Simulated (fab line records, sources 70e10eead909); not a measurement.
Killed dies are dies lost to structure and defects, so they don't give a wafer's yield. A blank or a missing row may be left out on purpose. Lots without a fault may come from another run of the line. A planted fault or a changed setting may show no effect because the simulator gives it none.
Chamber matching | flow nand_harc | NHARC_P_M0_DESCUM_14 on rie_diel-03: 4 sister chambers
The step chemistry O2, time 3 s. 4 wafers are shown with their chamber, then 7 later ones without.

WAFERS WITH THEIR CHAMBER
wafer  | chamber | drypump_motor_current_A (A)
L080.1 | 0       | 5.8
L083.4 | 2       | 6.1
L084.2 | 1       | 5.4
L084.4 | 3       | 5.9

WAFERS WITHOUT THEIR CHAMBER
wafer  | drypump_motor_current_A (A)
L084.5 | 5.9
L095.2 | 5.4
L095.3 | 5.9
L095.5 | 5.4
L096.1 | 5.4
L096.2 | 5.7
L096.4 | 5.9

WHICH CHAMBER EACH WENT THROUGH
wafer  | from the rows above | in truth
L084.5 | 3                   | 3
L095.2 | 1                   | 1
L095.3 | 3                   | 3
L095.5 | 1                   | 1
L096.1 | 1                   | 1
L096.2 | 0                   | 0
L096.4 | 3                   | 3
Placed correctly: 7 of 7. Can't be placed from these rows: 0. Placed wrongly: 0.
How it was worked out, from the rows above alone: a wafer's distance from a chamber is the root of the sum, over the readings, of the square of ((its reading less the chamber's mean) divided by the reading's scatter). The wafer belongs to the nearest chamber; if the next one is less than 2 further off, it can't be placed. A chamber's mean is the mean of its shown wafers. The scatter: with one shown wafer a chamber, the root of the mean of the squares of how far each hidden wafer lies from its nearest shown one.
